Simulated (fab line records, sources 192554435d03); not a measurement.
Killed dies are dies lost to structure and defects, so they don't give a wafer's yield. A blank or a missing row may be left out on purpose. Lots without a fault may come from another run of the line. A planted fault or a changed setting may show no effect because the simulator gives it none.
A struck lot beside a sound one | flow n5_finfet | 40 steps out of a route of 1938
Sound: wafers L984.3, L984.5, L984.6. Struck: wafers L978.4, L978.5, L978.6. The cause comes at the end.
At each step with rows: each side's tool, then ch and its chambers, then its first start. Under that, the readings that differ: sound wafers | struck wafers | difference of the means | sigmas: that difference in standard deviations of wafers without a fault.
alike: readings whose means differ by less than 2 such deviations, and words and numbers that are the same on both sides. not compared: withheld readings, readings that some wafer has no value for, bounds like >300 that may hide the same value, and numbers for which the record gives no deviation and whose values overlap.
The two part at a step that has a row with sigmas, a row that says differs or no value, or rows on one side only. Numbers that don't overlap but have no deviation are shown without sigmas and don't part them. A reading that every wafer of one side lacks parts them only if that side has two wafers or more.

first, 9 steps without rows for these wafers: N5_BEOL_M5_DESCUM_33 (chemistry O2, time 7 s); N5_BEOL_M5_ETCH_75 (etches underlayer in N2/H2, target depth 6.5 nm, time 5.2 s); N5_BEOL_M5_ETCH_67 (etches SiARC in CF4, target depth 15.6 nm, time 26 s); N5_BEOL_M5_ETCH_68 (etches SOC in N2/H2, target depth 80 nm, overetch 16 nm, time 120 s); N5_BEOL_M5_STRIP_69 (strips in N2/H2); N5_BEOL_M5_STRIP_76 (strips in N2/H2); N5_BEOL_M5_VIA_ETCH_34 (etches SiCOH lowk in C4F6/O2, target depth 88.3 nm, time 39.2 s); N5_BEOL_M5_STRIP_85 (strips in C4F6/O2); N5_BEOL_M5_STRIP_36 (strips in N2/H2).
N5_BEOL_M5_TRENCH_ETCH_37: etches SiCOH lowk in C4F6/O2, target depth 71.652 nm, time 24.7 s.
  sound on rie_diel-03 ch 0,1, day 13 19:23; struck on rie_diel-06 ch 0,1, day 11 16:35
  reading                             | sound             | struck            | difference | sigmas
  oes_f_703_au (a.u.)                 | 0.78 0.79 0.65    | 0.54 0.55 0.48    | -0.22      | -2
  rf_fwd_power_W (W)                  | 340.6 339.9 337.2 | 259.5 258.7 253.2 | -82.1      | -46
  rf_vpp_V (V)                        | 720 719 714       | 763 763 822       | +65        | +2
  showerhead_plenum_p_Torr (Torr)     | 3.01 3.01 2.83    | 2.75 2.75 2.79    | -0.19      | -2
  model.etch.depth_nm (nm)            | 70.88 70.76 69.72 | 60.64 60.41 64.1  | -8.74      |
  model.BEOL_M5.feature_depth_nm (nm) | 70.8 70.8 69.8    | 60.6 60.4 64.2    | -8.7       |
  alike: O2_flow_sccm, drypump_motor_current_A, oes_ar_750_au, oes_product_au, throttle_valve_pct
  not compared: rf_hours_counter_h
then, 2 steps without rows for these wafers: N5_BEOL_M5_ETCH_41 (etches SiCN in CH3F/O2, target depth 31.5 nm, time 56.7 s); N5_BEOL_M5_STRIP_91 (strips in N2/H2, time 10 s).
N5_BEOL_M5_OCD_MEAS_38:
  sound on ocd-02, day 13 19:33; struck on ocd-01, day 11 16:44
  reading              | sound          | struck         | difference | sigmas
  trench_depth_nm (nm) | 71.1 70.7 69.8 | 61.0 60.8 63.8 | -8.7       | -4
then, 21 steps without rows for these wafers: N5_BEOL_M5_HM_STRIP_39 (strips TiN in peroxide tin strip, target depth 25 nm, time 158 s); N5_BEOL_M5_SRD_40 (time 30 s); N5_BEOL_M5_PRECLEAN_42 (cleans in residue remover, time 60 s); N5_BEOL_M5_SRD_43 (time 30 s); N5_BEOL_M5_CURE_80 (cures SiCOH lowk, time 120 s); N5_BEOL_M5_DEGAS_44 (time 60 s); N5_BEOL_M5_PRE_CLEAN_45 (time 30 s); N5_BEOL_M5_ALD_86 (deposits TaN, pulse time 2 s, purge time 3 s, co reactant purge time 2 s); N5_BEOL_M5_SURFACE_TREAT_87; N5_BEOL_M5_CVD_47 (deposits Co from CCTBA/H2, target thk 3 nm, time 216 s); N5_BEOL_M5_SPUTTER_48 (material Cu, target thk 15 nm, time 27.62 s); N5_BEOL_M5_ANNEAL_49 (time 1800 s); N5_BEOL_M5_SPUTTER_81 (material Cu, target thk 15 nm, time 27.62 s); N5_BEOL_M5_ANNEAL_82 (time 1800 s); N5_BEOL_M5_SPUTTER_83 (material Cu, target thk 15 nm, time 27.62 s); N5_BEOL_M5_ANNEAL_84 (time 1800 s); N5_BEOL_M5_SPUTTER_88 (material Cu, target thk 15 nm, time 27.62 s); N5_BEOL_M5_ANNEAL_89 (time 1800 s); N5_BEOL_M5_SPUTTER_90 (material Cu, target thk 4.5 nm, time 8.29 s); N5_BEOL_M5_ECD_50 (material Cu, target thk 300 nm); N5_BEOL_M5_ANNEAL_51 (time 90 s).
N5_BEOL_M5_CMP_52: polishes, stops on SiCOH lowk, t overpolish 6.9 s, target thk 62 nm.
  sound on cmp-03 ch 0,1, day 14 03:26; struck on cmp-03 ch 0,3, day 11 23:44
  reading                                | sound        | struck         | difference | sigmas
  model.Cu_of_BEOL_M5_ECD_50.thk_nm (nm) | 60 60.6 58.4 | 50.4 51.2 54.6 | -7.6       |
  alike: barrier_field_endpoint_s, edge_zone_pressure_frac, motor_current_A, overpolish_run_s, time_to_endpoint_s
N5_BEOL_M5_THK_MEAS_53: measures by xrf.
  sound on film_metro-02, day 14 03:42; struck on film_metro-02, day 11 23:59
  reading     | sound          | struck         | difference | sigmas
  M5_THK (nm) | 60.0 60.9 58.9 | 50.8 51.6 55.1 | -7.4       | -3
then, 2 steps without rows for these wafers: N5_BEOL_M5_PRE_CLEAN_77 (time 15 s); N5_BEOL_M5_CO_CAP_78 (material Co, precursor CCTBA/H2, target thk 2 nm, time 102.1 s).
N5_BEOL_M5_RS_MEAS_57: measures by four-point-probe.
  sound on film_metro-01, day 14 03:58; struck on film_metro-02, day 12 00:16
  reading        | sound             | struck            | difference | sigmas
  M5_RS (ohm/sq) | 0.403 0.397 0.417 | 0.498 0.489 0.453 | +0.074     | +4
-- the record jumps here: 3 days lie between the struck wafers' starts before and after (it left off in module BEOL_M5 and takes up again in module BEOL_M15, whose first step shown is number 1830 of the route) --
N5_BEOL_M15_RC_MEAS_101:
  sound on prober-01 ch 0, day 17 08:54; struck on prober-02 ch 0, day 14 22:49
  reading                   | sound                      | struck                     | difference | sigmas
  COMB_M9 (S/m)             | 1.23e-11 1.08e-11 1.55e-11 | 2.18e-11 1.83e-11 2.01e-11 | +7.20e-12  | +2
  SERP_M5 (ohm/um)          | 36.3 40.2 38.9             | 47.0 48.6 44.4             | +8.2       | +3
  SERP_M5_max_site (ohm/um) | 38.1 41.3 40.6             | 48.9 49.6 45.6             | +8.0       | +3
  alike: COMB_M10, COMB_M10_max_site, COMB_M11, COMB_M12, COMB_M13, COMB_M13_max_site, COMB_M14, COMB_M14_max_site, COMB_M15, COMB_M15_max_site, COMB_M5, COMB_M5_max_site, COMB_M6, COMB_M7, COMB_M8, SERP_M10, SERP_M11, SERP_M12, SERP_M13, SERP_M13_max_site, SERP_M14, SERP_M6, SERP_M7, SERP_M8, SERP_M9

WHERE THEY PART
First at N5_BEOL_M5_TRENCH_ETCH_37; last, within this record, at N5_BEOL_M15_RC_MEAS_101.

WHY: what the simulator had put in
Process parameter drift: rie_diel-06, from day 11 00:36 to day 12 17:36, at N5_BEOL_M5_TRENCH_ETCH_37. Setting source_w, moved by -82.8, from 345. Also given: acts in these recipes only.
